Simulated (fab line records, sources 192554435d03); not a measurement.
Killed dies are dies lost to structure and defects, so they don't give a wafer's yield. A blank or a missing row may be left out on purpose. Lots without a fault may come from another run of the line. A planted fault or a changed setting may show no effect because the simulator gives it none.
Chamber matching | flow n5_finfet | N5_BEOL_M6_CMP_52 on cmp-04: 4 sister chambers
The step polishes, stops on SiCOH lowk, t overpolish 6.9 s, target thk 80 nm. 14 wafers are shown with their chamber, then 7 later ones without.

WAFERS WITH THEIR CHAMBER
wafer  | chamber | motor_current_A (A) | barrier_field_endpoint_s (s)
L855.1 | 0       | 6.9                 | 28.5
L855.2 | 3       | 5.9                 | 29.0
L855.6 | 0       | 6.8                 | 28.8
L853.1 | 1       | 5.8                 | 28.0
L853.3 | 2       | 6.4                 | 29.0
L853.5 | 0       | 7.2                 | 27.9
L857.3 | 1       | 5.8                 | 27.5
L857.4 | 0       | 7.4                 | 28.7
L857.5 | 0       | 7.4                 | 28.4
L858.2 | 1       | 5.6                 | 28.1
L858.3 | 2       | 6.2                 | 29.2
L858.5 | 0       | 7.0                 | 29.1
L866.2 | 1       | 6.1                 | 27.7
L866.3 | 3       | 6.2                 | 29.1

SIGNATURES (means of the wafers above)
reading                  | chamber 0 | chamber 1 | chamber 2 | chamber 3 | scatter within a chamber
motor_current_A          | 7.117     | 5.825     | 6.300     | 6.050     | 0.228
barrier_field_endpoint_s | 28.567    | 27.825    | 29.100    | 29.050    | 0.33
Rule: a wafer's distance from a chamber is the root of the sum, over the readings, of the square of ((its reading less the chamber's mean) divided by the reading's scatter). The wafer belongs to the nearest chamber; if the next one is less than 2 further off, it can't be placed. The scatter: the root of (the sum of the squares of (reading less its chamber's mean) over the shown wafers, divided by (wafers less chambers)).

WAFERS WITHOUT THEIR CHAMBER
wafer  | motor_current_A (A) | barrier_field_endpoint_s (s)
L866.4 | 6.7                 | 29.7
L870.1 | 7.2                 | 28.4
L870.5 | 7.3                 | 28.0
L870.6 | 5.7                 | 29.2
L873.1 | 7.2                 | 28.2
L873.2 | 6.0                 | 28.3
L873.3 | 5.4                 | 29.7

WHICH CHAMBER EACH WENT THROUGH
wafer  | from the rows above          | in truth
L866.4 | can't be placed: 2 or 3 or 0 | 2
L870.1 | 0                            | 0
L870.5 | 0                            | 0
L870.6 | can't be placed: 3 or 2      | 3
L873.1 | 0                            | 0
L873.2 | can't be placed: 1 or 3 or 2 | 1
L873.3 | can't be placed: 3 or 2      | 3
Placed correctly: 3 of 7. Can't be placed from these rows: 4 (the true chamber is among the candidates in 4). Placed wrongly: 0.
